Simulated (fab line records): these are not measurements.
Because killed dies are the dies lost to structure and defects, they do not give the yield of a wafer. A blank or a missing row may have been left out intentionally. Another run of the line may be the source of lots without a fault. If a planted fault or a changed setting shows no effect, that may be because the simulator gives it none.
Chamber matching -- flow n5_finfet -- 3 sister chambers for N5_BEOL_M0_CO_CAP_123 on cvd_co-01
The step material Co, precursor CCTBA/H2, target thk 2 nm, time 102.1 s. 3 wafers are shown with their chamber, then 11 later ones without.

== WAFERS PAIRED WITH THEIR CHAMBERS ==
wafer,chamber,heater_power_w (W)
L087.1,0,231
L087.3,2,242
L093.1,1,235

== WAFERS WITHOUT THEIR CHAMBER ==
wafer,heater_power_w (W)
L093.4,236
L093.6,239
L094.2,233
L094.3,237
L094.6,235
L095.2,243
L095.4,232
L095.5,245
L096.3,240
L096.4,237
L096.6,246

== THE CHAMBER EACH PASSED THROUGH ==
wafer,from the rows above,in truth
L093.4,can't be placed: 1 or 0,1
L093.6,can't be placed: 2 or 1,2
L094.2,can't be placed: 0 or 1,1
L094.3,can't be placed: 1 or 2 or 0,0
L094.6,can't be placed: 1 or 0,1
L095.2,2,2
L095.4,can't be placed: 0 or 1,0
L095.5,2,2
L096.3,can't be placed: 2 or 1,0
L096.4,can't be placed: 1 or 2 or 0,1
L096.6,2,2
Placed correctly: 3 of 11. Cannot be placed on the basis of these rows: 8; the candidates contain the true chamber in 7. 0 placed wrongly.
How it was worked out, from the rows above alone: a wafer's distance from a chamber is the root of the sum, over the readings, of the square of ((its reading less the chamber's mean) divided by the reading's scatter). If the next closest chamber is less than 2 further off than the closest, the wafer can't be placed; otherwise it belongs to the closest. The mean given for a chamber averages the wafers shown for that chamber. The scatter: root of mean squared gap, hidden wafer to nearest shown wafer, with one shown wafer a chamber.
